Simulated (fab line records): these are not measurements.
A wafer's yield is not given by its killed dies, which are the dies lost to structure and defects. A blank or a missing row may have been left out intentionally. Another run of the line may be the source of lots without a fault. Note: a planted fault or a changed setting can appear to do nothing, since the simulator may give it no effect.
fab line records :: flow nandHarc :: part 2 of 2: steps 27 to 34 of 34
record
  lots=5
  wafers=15
  lastDay=33
route steps=1302 shown A_STAIRCASE@802
lots that met no fault: from a run of the same line without faults
startH: hours from the record's opening day to when the first of the lot's shown wafers began :: waitH: time in hours since the lot's previous step :: " as in the row above :: L1.1+2: several wafers, shown together as one row :: - value missing, or start not given :: * or withheld: withheld :: < > ~ a bound
route shown NAME@n: a module of which the file shows steps, and the number in the route of the first :: usual: the fault-free wafers' mean and standard deviation :: same: alike in all rows :: chamber/n: place in a boat :: sites: per-site readings :: _std_site: the standard deviation of these :: _edge_site: outer sites' mean less inner sites' :: radiusMm: for every site, how far away it sits from the centre of the wafer :: mask NAME#n: copy n :: behind: the most recent tool/chamber to have shaped the wafer :: hold: why the lot was held/for how many hours/how that ended :: device: which transistor (n, p or np) failed to switch :: end of line: tests run on the same wafers once the route is complete :: where a step has no rows: the recipe by itself :: killed: the dies lost at the first sort to structure and to defects; this is not the yield of the wafer :: map: the dies of a wafer, with x for killed, . for not killed, _ for no die there
set.NAME: the setting as run; set.NAME@STEP: as run at that earlier step :: model.NAME: the simulator's own value behind a step, which no gauge read
lots at selected steps of the route; one table per step, one row per wafer
services: the hour from which a tool's chamber was out of use, counted from the record's first day as startH (under 0 if before that day), plus the number of hours and why
## steps
# step NHARC_A_STAIRCASE_ETCH_313
# recipe
  cf4FlowSccm=100
  chf3FlowSccm=30
  arFlowSccm=0
  rfW=500
  biasW=200
  chemistry=CF4/CHF3
# usual
  drypumpMotorCurrentA=5.7/0.35
  oesProductAu=0.928/0.019
  rfVppV=370.6/2.7
  showerheadPlenumPTorr=1.57/0.072
  throttleValvePct=16.803/0.009
lot.wafer: L087.2
tool: rieDiel-09
chamber: 2
startH: 506.26
waitH: 0.1
drypumpMotorCurrentA: 6.2
oesProductAu: 0.950
rfHoursCounterH: 0
rfVppV: 372.3
showerheadPlenumPTorr: 1.62
throttleValvePct: 16.804

lot.wafer: L087.4
tool: rieDiel-09
chamber: 3
startH: 506.26
waitH: 0.1
drypumpMotorCurrentA: 5.4
oesProductAu: 0.973
rfHoursCounterH: 0
rfVppV: 368.6
showerheadPlenumPTorr: 1.53
throttleValvePct: 16.806

lot.wafer: L087.5
tool: rieDiel-09
chamber: 2
startH: 506.26
waitH: 0.1
drypumpMotorCurrentA: 6.2
oesProductAu: 0.946
rfHoursCounterH: -
rfVppV: 372.0
showerheadPlenumPTorr: 1.62
throttleValvePct: 16.795

lot.wafer: L091.2
tool: rieDiel-13
chamber: 0
startH: 556.29
waitH: 0.1
drypumpMotorCurrentA: 5.6
oesProductAu: 0.926
rfHoursCounterH: 10
rfVppV: 369.4
showerheadPlenumPTorr: 1.56
throttleValvePct: 16.799

lot.wafer: L091.4
tool: rieDiel-13
chamber: 1
startH: 556.29
waitH: 0.1
drypumpMotorCurrentA: 5.8
oesProductAu: 0.898
rfHoursCounterH: 11
rfVppV: 367.9
showerheadPlenumPTorr: 1.47
throttleValvePct: 16.795

lot.wafer: L091.1
tool: rieDiel-13
chamber: 3
startH: 556.29
waitH: 0.1
drypumpMotorCurrentA: 5.2
oesProductAu: 0.929
rfHoursCounterH: 15
rfVppV: 373.1
showerheadPlenumPTorr: 1.65
throttleValvePct: 16.817

lot.wafer: L094.3
tool: rieDiel-13
chamber: 0
startH: 583.12
waitH: 0.1
drypumpMotorCurrentA: 5.6
oesProductAu: 0.943
rfHoursCounterH: 18
rfVppV: 370.5
showerheadPlenumPTorr: 1.56
throttleValvePct: 16.804

lot.wafer: L094.1
tool: rieDiel-13
chamber: 1
startH: 583.12
waitH: 0.1
drypumpMotorCurrentA: 5.8
oesProductAu: 0.911
rfHoursCounterH: 19
rfVppV: 367.2
showerheadPlenumPTorr: 1.47
throttleValvePct: 16.809

lot.wafer: L094.5
tool: rieDiel-13
chamber: 2
startH: 583.12
waitH: 0.1
drypumpMotorCurrentA: 5.2
oesProductAu: 0.934
rfHoursCounterH: -
rfVppV: 372.7
showerheadPlenumPTorr: 1.62
throttleValvePct: 16.791

lot.wafer: L095.4
tool: rieDiel-09
chamber: 3
startH: 590.07
waitH: 0.1
drypumpMotorCurrentA: 5.3
oesProductAu: 0.936
rfHoursCounterH: 29
rfVppV: 369.6
showerheadPlenumPTorr: 1.52
throttleValvePct: 16.804

lot.wafer: L095.1
tool: rieDiel-09
chamber: 0
startH: 590.07
waitH: 0.1
drypumpMotorCurrentA: 6.1
oesProductAu: 0.910
rfHoursCounterH: 26
rfVppV: 374.1
showerheadPlenumPTorr: 1.67
throttleValvePct: 16.794

lot.wafer: L095.6
tool: rieDiel-09
chamber: 0
startH: 590.07
waitH: 0.1
drypumpMotorCurrentA: 6.1
oesProductAu: 0.911
rfHoursCounterH: -
rfVppV: 373.1
showerheadPlenumPTorr: 1.67
throttleValvePct: 16.814

lot.wafer: L096.4
tool: rieDiel-09
chamber: 0
startH: 605.61
waitH: 0.1
drypumpMotorCurrentA: 6.0
oesProductAu: 0.904
rfHoursCounterH: 31
rfVppV: 373.1
showerheadPlenumPTorr: 1.66
throttleValvePct: 16.786

lot.wafer: L096.5
tool: rieDiel-09
chamber: 1
startH: 605.61
waitH: 0.1
drypumpMotorCurrentA: 5.9
oesProductAu: 0.918
rfHoursCounterH: -
rfVppV: 368.3
showerheadPlenumPTorr: 1.51
throttleValvePct: 16.798

lot.wafer: L096.6
tool: rieDiel-09
chamber: 2
startH: 605.61
waitH: 0.1
drypumpMotorCurrentA: 6.2
oesProductAu: 0.912
rfHoursCounterH: -
rfVppV: 374.1
showerheadPlenumPTorr: 1.61
throttleValvePct: 16.792
# step NHARC_A_STAIRCASE_HM_OPEN_463
# recipe
  o2FlowSccm=400
  cosFlowSccm=20
  arFlowSccm=0
  rfW=500
  biasW=300
  chemistry=O2/COS
# usual
  drypumpMotorCurrentA=5.7/0.34
  oesProductAu=0.998/0.015
  rfVppV=467/3.1
  showerheadPlenumPTorr=3.12/0.14
  throttleValvePct=28.330/0.0095
lot.wafer: L087.4
tool: rieDiel-09
chamber: 3
startH: -
waitH: -
drypumpMotorCurrentA: 5.4
oesProductAu: 1.020
rfHoursCounterH: 0
rfVppV: 466
showerheadPlenumPTorr: 3.03
throttleValvePct: 28.334

lot.wafer: L087.2
tool: rieDiel-09
chamber: 2
startH: -
waitH: -
drypumpMotorCurrentA: 6.2
oesProductAu: 0.972
rfHoursCounterH: 0
rfVppV: 468
showerheadPlenumPTorr: 3.21
throttleValvePct: 28.340

lot.wafer: L087.5
tool: rieDiel-09
chamber: 0
startH: -
waitH: -
drypumpMotorCurrentA: 6.0
oesProductAu: 0.986
rfHoursCounterH: -
rfVppV: 472
showerheadPlenumPTorr: 3.32
throttleValvePct: 28.316

lot.wafer: L091.4
tool: rieDiel-13
chamber: 0
startH: -
waitH: -
drypumpMotorCurrentA: 5.6
oesProductAu: 1.021
rfHoursCounterH: 10
rfVppV: 468
showerheadPlenumPTorr: 3.09
throttleValvePct: 28.346

lot.wafer: L091.1
tool: rieDiel-13
chamber: 2
startH: -
waitH: -
drypumpMotorCurrentA: 5.2
oesProductAu: 1.016
rfHoursCounterH: 14
rfVppV: 468
showerheadPlenumPTorr: 3.21
throttleValvePct: 28.346

lot.wafer: L091.2
tool: rieDiel-13
chamber: 3
startH: -
waitH: -
drypumpMotorCurrentA: 5.3
oesProductAu: 1.013
rfHoursCounterH: 15
rfVppV: 470
showerheadPlenumPTorr: 3.28
throttleValvePct: 28.337

lot.wafer: L094.3
tool: rieDiel-13
chamber: 2
startH: -
waitH: -
drypumpMotorCurrentA: 5.2
oesProductAu: 1.021
rfHoursCounterH: 21
rfVppV: 471
showerheadPlenumPTorr: 3.21
throttleValvePct: 28.337

lot.wafer: L094.1
tool: rieDiel-13
chamber: 3
startH: -
waitH: -
drypumpMotorCurrentA: 5.3
oesProductAu: 1.011
rfHoursCounterH: 22
rfVppV: 471
showerheadPlenumPTorr: 3.28
throttleValvePct: 28.321

lot.wafer: L094.5
tool: rieDiel-13
chamber: 1
startH: -
waitH: -
drypumpMotorCurrentA: 5.8
oesProductAu: 0.990
rfHoursCounterH: -
rfVppV: 463
showerheadPlenumPTorr: 2.92
throttleValvePct: 28.329

lot.wafer: L095.1
tool: rieDiel-09
chamber: 3
startH: -
waitH: -
drypumpMotorCurrentA: 5.3
oesProductAu: 1.032
rfHoursCounterH: 29
rfVppV: 465
showerheadPlenumPTorr: 3.02
throttleValvePct: 28.339

lot.wafer: L095.4
tool: rieDiel-09
chamber: 2
startH: -
waitH: -
drypumpMotorCurrentA: 6.2
oesProductAu: 0.988
rfHoursCounterH: 28
rfVppV: 469
showerheadPlenumPTorr: 3.20
throttleValvePct: 28.321

lot.wafer: L095.6
tool: rieDiel-09
chamber: 3
startH: -
waitH: -
drypumpMotorCurrentA: 5.3
oesProductAu: 1.025
rfHoursCounterH: -
rfVppV: 465
showerheadPlenumPTorr: 3.02
throttleValvePct: 28.331

lot.wafer: L096.4
tool: rieDiel-09
chamber: 0
startH: -
waitH: -
drypumpMotorCurrentA: 6.0
oesProductAu: 0.989
rfHoursCounterH: 31
rfVppV: 471
showerheadPlenumPTorr: 3.30
throttleValvePct: 28.352

lot.wafer: L096.5
tool: rieDiel-09
chamber: 0
startH: -
waitH: -
drypumpMotorCurrentA: 6.0
oesProductAu: 0.991
rfHoursCounterH: -
rfVppV: 469
showerheadPlenumPTorr: 3.30
throttleValvePct: 28.340

lot.wafer: L096.6
tool: rieDiel-09
chamber: 1
startH: -
waitH: -
drypumpMotorCurrentA: 5.9
oesProductAu: 0.984
rfHoursCounterH: -
rfVppV: 463
showerheadPlenumPTorr: 2.99
throttleValvePct: 28.320
# step NHARC_A_STAIRCASE_STRIP_464
# recipe
  o2FlowSccm=400
  cosFlowSccm=20
  arFlowSccm=0
  biasW=0
  chemistry=O2/COS
lot.wafer: L087.2+4+5
tool: rieDiel-09
chamber: 0,3,1
startH: -
waitH: -

lot.wafer: L091.2+1+4
tool: rieDiel-13
chamber: 0,1,2
startH: -
waitH: -

lot.wafer: L094.3+1+5
tool: rieDiel-13
chamber: 2,1,3
startH: -
waitH: -

lot.wafer: L095.4+1+6
tool: rieDiel-09
chamber: 0,1,2
startH: -
waitH: -

lot.wafer: L096.4+6+5
tool: rieDiel-09
chamber: 1,0,1
startH: -
waitH: -
# step NHARC_A_STAIRCASE_ETCH_453
# recipe
  targetDepthA=300
  overetchA=30
  timeS=16.5
  ionEnergyEv=100
  cf4FlowSccm=80
  o2FlowSccm=20
  arFlowSccm=0
  rfW=300
  biasW=100
  chemistry=CF4/O2
# usual
  drypumpMotorCurrentA=5.7/0.34
  oesProductAu=0.998/0.016
  rfVppV=197.7/1.4
  showerheadPlenumPTorr=1.34/0.062
  throttleValvePct=13.398/0.009
lot.wafer: L087.2
tool: rieDiel-09
chamber: 2
startH: -
waitH: -
drypumpMotorCurrentA: 6.2
oesProductAu: 0.974
rfHoursCounterH: 0
rfVppV: 197.5
showerheadPlenumPTorr: 1.37
throttleValvePct: 13.391

lot.wafer: L087.4
tool: rieDiel-09
chamber: 3
startH: -
waitH: -
drypumpMotorCurrentA: 5.3
oesProductAu: 1.015
rfHoursCounterH: 0
rfVppV: 196.1
showerheadPlenumPTorr: 1.29
throttleValvePct: 13.411

lot.wafer: L087.5
tool: rieDiel-09
chamber: 1
startH: -
waitH: -
drypumpMotorCurrentA: 5.9
oesProductAu: 0.981
rfHoursCounterH: -
rfVppV: 197.6
showerheadPlenumPTorr: 1.28
throttleValvePct: 13.397

lot.wafer: L091.2
tool: rieDiel-13
chamber: 1
startH: -
waitH: -
drypumpMotorCurrentA: 5.9
oesProductAu: 0.993
rfHoursCounterH: 11
rfVppV: 197.0
showerheadPlenumPTorr: 1.25
throttleValvePct: 13.414

lot.wafer: L091.1
tool: rieDiel-13
chamber: 2
startH: -
waitH: -
drypumpMotorCurrentA: 5.2
oesProductAu: 1.020
rfHoursCounterH: 14
rfVppV: 196.7
showerheadPlenumPTorr: 1.37
throttleValvePct: 13.410

lot.wafer: L091.4
tool: rieDiel-13
chamber: 0
startH: -
waitH: -
drypumpMotorCurrentA: 5.6
oesProductAu: 1.026
rfHoursCounterH: 10
rfVppV: 195.9
showerheadPlenumPTorr: 1.32
throttleValvePct: 13.400

lot.wafer: L094.3
tool: rieDiel-13
chamber: 3
startH: -
waitH: -
drypumpMotorCurrentA: 5.2
oesProductAu: 1.000
rfHoursCounterH: 22
rfVppV: 199.6
showerheadPlenumPTorr: 1.40
throttleValvePct: 13.401

lot.wafer: L094.1
tool: rieDiel-13
chamber: 1
startH: -
waitH: -
drypumpMotorCurrentA: 5.9
oesProductAu: 0.981
rfHoursCounterH: 19
rfVppV: 195.8
showerheadPlenumPTorr: 1.25
throttleValvePct: 13.379

lot.wafer: L094.5
tool: rieDiel-13
chamber: 0
startH: -
waitH: -
drypumpMotorCurrentA: 5.6
oesProductAu: 1.014
rfHoursCounterH: -
rfVppV: 197.0
showerheadPlenumPTorr: 1.32
throttleValvePct: 13.392

lot.wafer: L095.4
tool: rieDiel-09
chamber: 1
startH: -
waitH: -
drypumpMotorCurrentA: 5.9
oesProductAu: 0.990
rfHoursCounterH: 25
rfVppV: 196.4
showerheadPlenumPTorr: 1.28
throttleValvePct: 13.397

lot.wafer: L095.1
tool: rieDiel-09
chamber: 3
startH: -
waitH: -
drypumpMotorCurrentA: 5.3
oesProductAu: 1.030
rfHoursCounterH: 29
rfVppV: 197.2
showerheadPlenumPTorr: 1.29
throttleValvePct: 13.402

lot.wafer: L095.6
tool: rieDiel-09
chamber: 0
startH: -
waitH: -
drypumpMotorCurrentA: 6.0
oesProductAu: 0.984
rfHoursCounterH: -
rfVppV: 199.0
showerheadPlenumPTorr: 1.42
throttleValvePct: 13.406

lot.wafer: L096.4
tool: rieDiel-09
chamber: 0
startH: -
waitH: -
drypumpMotorCurrentA: 6.0
oesProductAu: 0.994
rfHoursCounterH: 31
rfVppV: 199.6
showerheadPlenumPTorr: 1.41
throttleValvePct: 13.400

lot.wafer: L096.5
tool: rieDiel-09
chamber: 1
startH: -
waitH: -
drypumpMotorCurrentA: 5.9
oesProductAu: 0.991
rfHoursCounterH: -
rfVppV: 196.5
showerheadPlenumPTorr: 1.28
throttleValvePct: 13.406

lot.wafer: L096.6
tool: rieDiel-09
chamber: 2
startH: -
waitH: -
drypumpMotorCurrentA: 6.2
oesProductAu: 0.980
rfHoursCounterH: -
rfVppV: 198.3
showerheadPlenumPTorr: 1.37
throttleValvePct: 13.388
# step NHARC_A_STAIRCASE_ETCH_315
# recipe
  targetDepthA=25000
  timeS=607.1
  ionEnergyEv=800
  c4f8FlowSccm=80
  o2FlowSccm=60
  arFlowSccm=withheld
  rfW=600
  biasW=3000
  chemistry=C4F8/O2/Ar
# usual
  oesProductAu=0.930/0.014
  rfVppV=1827/12
lot.wafer: L087.2
tool: rieDiel-09
chamber: 2
startH: -
waitH: -
oesProductAu: 0.929
rfHoursCounterH: 0
rfVppV: 1834

lot.wafer: L087.4
tool: rieDiel-09
chamber: 3
startH: -
waitH: -
oesProductAu: 0.950
rfHoursCounterH: 0
rfVppV: 1819

lot.wafer: L087.5
tool: rieDiel-09
chamber: 1
startH: -
waitH: -
oesProductAu: 0.925
rfHoursCounterH: -
rfVppV: 1816

lot.wafer: L091.4
tool: rieDiel-13
chamber: 3
startH: -
waitH: -
oesProductAu: 0.935
rfHoursCounterH: 15
rfVppV: 1838

lot.wafer: L091.2
tool: rieDiel-13
chamber: 0
startH: -
waitH: -
oesProductAu: 0.941
rfHoursCounterH: 10
rfVppV: 1825

lot.wafer: L091.1
tool: rieDiel-13
chamber: 2
startH: -
waitH: -
oesProductAu: 0.954
rfHoursCounterH: 14
rfVppV: 1835

lot.wafer: L094.1
tool: rieDiel-13
chamber: 0
startH: -
waitH: -
oesProductAu: 0.937
rfHoursCounterH: 18
rfVppV: 1824

lot.wafer: L094.3
tool: rieDiel-13
chamber: 1
startH: -
waitH: -
oesProductAu: 0.917
rfHoursCounterH: 19
rfVppV: 1809

lot.wafer: L094.5
tool: rieDiel-13
chamber: 1
startH: -
waitH: -
oesProductAu: 0.911
rfHoursCounterH: -
rfVppV: 1808

lot.wafer: L095.4
tool: rieDiel-09
chamber: 0
startH: -
waitH: -
oesProductAu: 0.925
rfHoursCounterH: 26
rfVppV: 1843

lot.wafer: L095.1
tool: rieDiel-09
chamber: 1
startH: -
waitH: -
oesProductAu: 0.929
rfHoursCounterH: 25
rfVppV: 1817

lot.wafer: L095.6
tool: rieDiel-09
chamber: 0
startH: -
waitH: -
oesProductAu: 0.923
rfHoursCounterH: -
rfVppV: 1842

lot.wafer: L096.4
tool: rieDiel-09
chamber: 0
startH: -
waitH: -
oesProductAu: 0.908
rfHoursCounterH: 31
rfVppV: 1841

lot.wafer: L096.6
tool: rieDiel-09
chamber: 1
startH: -
waitH: -
oesProductAu: 0.913
rfHoursCounterH: -
rfVppV: 1815

lot.wafer: L096.5
tool: rieDiel-09
chamber: 2
startH: -
waitH: -
oesProductAu: 0.908
rfHoursCounterH: -
rfVppV: 1833
# step NHARC_A_STAIRCASE_STRIP_316
# recipe
  o2FlowSccm=500
  arFlowSccm=0
  biasW=0
  chemistry=O2
# usual
  drypumpMotorCurrentA=5.7/0.35
  oesProductAu=0.998/0.016
  rfVppV=57.7/0.87
  showerheadPlenumPTorr=3.54/0.16
  throttleValvePct=17.038/0.0085
lot.wafer: L087.2
tool: rieDiel-09
chamber: 0
startH: -
waitH: -
drypumpMotorCurrentA: 6.0
oesProductAu: 0.987
rfHoursCounterH: 0
rfVppV: 58.3
showerheadPlenumPTorr: 3.75
throttleValvePct: 17.034

lot.wafer: L087.4
tool: rieDiel-09
chamber: 1
startH: -
waitH: -
drypumpMotorCurrentA: 5.9
oesProductAu: 0.980
rfHoursCounterH: 0
rfVppV: 58.1
showerheadPlenumPTorr: 3.39
throttleValvePct: 17.048

lot.wafer: L087.5
tool: rieDiel-09
chamber: 0
startH: -
waitH: -
drypumpMotorCurrentA: 6.0
oesProductAu: 1.001
rfHoursCounterH: -
rfVppV: 57.9
showerheadPlenumPTorr: 3.75
throttleValvePct: 17.042

lot.wafer: L091.1
tool: rieDiel-13
chamber: 1
startH: -
waitH: -
drypumpMotorCurrentA: 5.8
oesProductAu: 0.979
rfHoursCounterH: 11
rfVppV: 58.6
showerheadPlenumPTorr: 3.31
throttleValvePct: 17.039

lot.wafer: L091.4
tool: rieDiel-13
chamber: 2
startH: -
waitH: -
drypumpMotorCurrentA: 5.2
oesProductAu: 1.022
rfHoursCounterH: 14
rfVppV: 57.5
showerheadPlenumPTorr: 3.63
throttleValvePct: 17.043

lot.wafer: L091.2
tool: rieDiel-13
chamber: 3
startH: -
waitH: -
drypumpMotorCurrentA: 5.2
oesProductAu: 1.009
rfHoursCounterH: 15
rfVppV: 58.2
showerheadPlenumPTorr: 3.70
throttleValvePct: 17.045

lot.wafer: L094.1
tool: rieDiel-13
chamber: 0
startH: -
waitH: -
drypumpMotorCurrentA: 5.6
oesProductAu: 1.016
rfHoursCounterH: 19
rfVppV: 57.9
showerheadPlenumPTorr: 3.49
throttleValvePct: 17.041

lot.wafer: L094.3
tool: rieDiel-13
chamber: 1
startH: -
waitH: -
drypumpMotorCurrentA: 5.8
oesProductAu: 0.974
rfHoursCounterH: 19
rfVppV: 57.4
showerheadPlenumPTorr: 3.31
throttleValvePct: 17.033

lot.wafer: L094.5
tool: rieDiel-13
chamber: 2
startH: -
waitH: -
drypumpMotorCurrentA: 5.2
oesProductAu: 1.012
rfHoursCounterH: -
rfVppV: 58.9
showerheadPlenumPTorr: 3.62
throttleValvePct: 17.023

lot.wafer: L095.1
tool: rieDiel-09
chamber: 3
startH: -
waitH: -
drypumpMotorCurrentA: 5.4
oesProductAu: 1.019
rfHoursCounterH: 29
rfVppV: 57.9
showerheadPlenumPTorr: 3.41
throttleValvePct: 17.039

lot.wafer: L095.4
tool: rieDiel-09
chamber: 1
startH: -
waitH: -
drypumpMotorCurrentA: 5.9
oesProductAu: 0.999
rfHoursCounterH: 25
rfVppV: 56.7
showerheadPlenumPTorr: 3.38
throttleValvePct: 17.043

lot.wafer: L095.6
tool: rieDiel-09
chamber: 0
startH: -
waitH: -
drypumpMotorCurrentA: 6.1
oesProductAu: 0.991
rfHoursCounterH: -
rfVppV: 57.1
showerheadPlenumPTorr: 3.73
throttleValvePct: 17.040

lot.wafer: L096.4
tool: rieDiel-09
chamber: 1
startH: -
waitH: -
drypumpMotorCurrentA: 5.9
oesProductAu: 0.977
rfHoursCounterH: 30
rfVppV: 56.9
showerheadPlenumPTorr: 3.38
throttleValvePct: 17.041

lot.wafer: L096.5
tool: rieDiel-09
chamber: 3
startH: -
waitH: -
drypumpMotorCurrentA: 5.3
oesProductAu: 1.030
rfHoursCounterH: -
rfVppV: 55.4
showerheadPlenumPTorr: 3.41
throttleValvePct: 17.024

lot.wafer: L096.6
tool: rieDiel-09
chamber: 0
startH: -
waitH: -
drypumpMotorCurrentA: 6.0
oesProductAu: 0.993
rfHoursCounterH: -
rfVppV: 56.4
showerheadPlenumPTorr: 3.73
throttleValvePct: 17.056
# step NHARC_A_STAIRCASE_STRIP_317
# recipe
  timeS=900
  tempC=130
  chemistry=SPM
lot.wafer: L087.2+5+4
tool: wetBench-09
chamber: 6,7,0
startH: 507.52
waitH: -

lot.wafer: L091.2+4+1
tool: wetBench-09
chamber: 4,5,1
startH: 557.55
waitH: -

lot.wafer: L094.3+1+5
tool: wetBench-01
chamber: 7,2,3
startH: 584.37
waitH: -

lot.wafer: L095.1+4+6
tool: wetBench-09
chamber: 5,6,0
startH: 591.33
waitH: -

lot.wafer: L096.6+5+4
tool: wetBench-06
chamber: 7,1,2
startH: 606.92
waitH: -
# step NHARC_A_STAIRCASE_PRECLEAN_318
# recipe
  timeS=*
  tempC=50
  bathAgeMin=0
  chemistry=SC1
# usual
  nh4ohFlowMLMin=28.30/0.1
# same
  bathAgeMin=0
lot.wafer: L087.2
tool: wetBench-09
chamber: 6
startH: -
waitH: -
nh4ohFlowMLMin: 28.37

lot.wafer: L087.5
tool: wetBench-09
chamber: 7
startH: -
waitH: -
nh4ohFlowMLMin: 28.33

lot.wafer: L087.4
tool: wetBench-09
chamber: 0
startH: -
waitH: -
nh4ohFlowMLMin: 28.29

lot.wafer: L091.2
tool: wetBench-09
chamber: 4
startH: -
waitH: -
nh4ohFlowMLMin: 28.44

lot.wafer: L091.4
tool: wetBench-09
chamber: 5
startH: -
waitH: -
nh4ohFlowMLMin: 28.08

lot.wafer: L091.1
tool: wetBench-09
chamber: 1
startH: -
waitH: -
nh4ohFlowMLMin: 28.19

lot.wafer: L094.3
tool: wetBench-01
chamber: 7
startH: -
waitH: -
nh4ohFlowMLMin: 28.29

lot.wafer: L094.1
tool: wetBench-01
chamber: 2
startH: -
waitH: -
nh4ohFlowMLMin: 28.23

lot.wafer: L094.5
tool: wetBench-01
chamber: 3
startH: -
waitH: -
nh4ohFlowMLMin: 28.22

lot.wafer: L095.1
tool: wetBench-09
chamber: 5
startH: -
waitH: -
nh4ohFlowMLMin: 28.37

lot.wafer: L095.4
tool: wetBench-09
chamber: 6
startH: -
waitH: -
nh4ohFlowMLMin: 28.53

lot.wafer: L095.6
tool: wetBench-09
chamber: 0
startH: -
waitH: -
nh4ohFlowMLMin: 28.14

lot.wafer: L096.6
tool: wetBench-06
chamber: 7
startH: -
waitH: -
nh4ohFlowMLMin: 28.18

lot.wafer: L096.5
tool: wetBench-06
chamber: 1
startH: -
waitH: -
nh4ohFlowMLMin: 28.20

lot.wafer: L096.4
tool: wetBench-06
chamber: 2
startH: -
waitH: -
nh4ohFlowMLMin: 28.36
## services
tool: rieDiel-09
chamber: 0
startH: 479.15
hours: -
kind: clean

tool: rieDiel-09
chamber: 1
startH: 479.15
hours: -
kind: clean

tool: rieDiel-09
chamber: 2
startH: 479.15
hours: -
kind: clean

tool: rieDiel-09
chamber: 3
startH: 479.15
hours: -
kind: clean

tool: krfScanner-01
chamber: -
startH: 484.00
hours: 4.0
kind: pm

tool: aclDep-03
chamber: -
startH: 485.61
hours: 13.0
kind: pm

tool: pecvd-01
chamber: -
startH: 492.10
hours: 13.0
kind: pm

tool: rieDiel-09
chamber: -
startH: 497.14
hours: 9.0
kind: pm

tool: rieDiel-09
chamber: 0
startH: 497.14
hours: 9.0
kind: ventCycle

tool: rieDiel-09
chamber: 1
startH: 497.14
hours: 9.0
kind: ventCycle

tool: rieDiel-09
chamber: 2
startH: 497.14
hours: 9.0
kind: ventCycle

tool: rieDiel-13
chamber: -
startH: 519.23
hours: 9.0
kind: pm

tool: krfScanner-04
chamber: -
startH: 527.48
hours: 4.0
kind: pm

tool: wetBench-09
chamber: -
startH: 528.80
hours: 8.0
kind: pm

tool: rieDiel-04
chamber: -
startH: 534.14
hours: 9.0
kind: pm

tool: rieDiel-13
chamber: 0
startH: 543.73
hours: 4.0
kind: repair

tool: wetBench-06
chamber: -
startH: 545.60
hours: 8.0
kind: pm

tool: pecvd-03
chamber: -
startH: 547.00
hours: 13.0
kind: pm

tool: krfScanner-01
chamber: -
startH: 552.10
hours: 5.2
kind: repair

tool: aclDep-01
chamber: -
startH: 552.60
hours: 13.0
kind: pm

tool: krfScanner-02
chamber: -
startH: 560.60
hours: 2.1
kind: repair

tool: pecvd-04
chamber: 1
startH: 576.16
hours: 2.4
kind: repair

tool: lithoTrack-02
chamber: -
startH: 577.00
hours: 7.0
kind: pm

tool: krfScanner-01
chamber: -
startH: 599.10
hours: 3.2
kind: repair
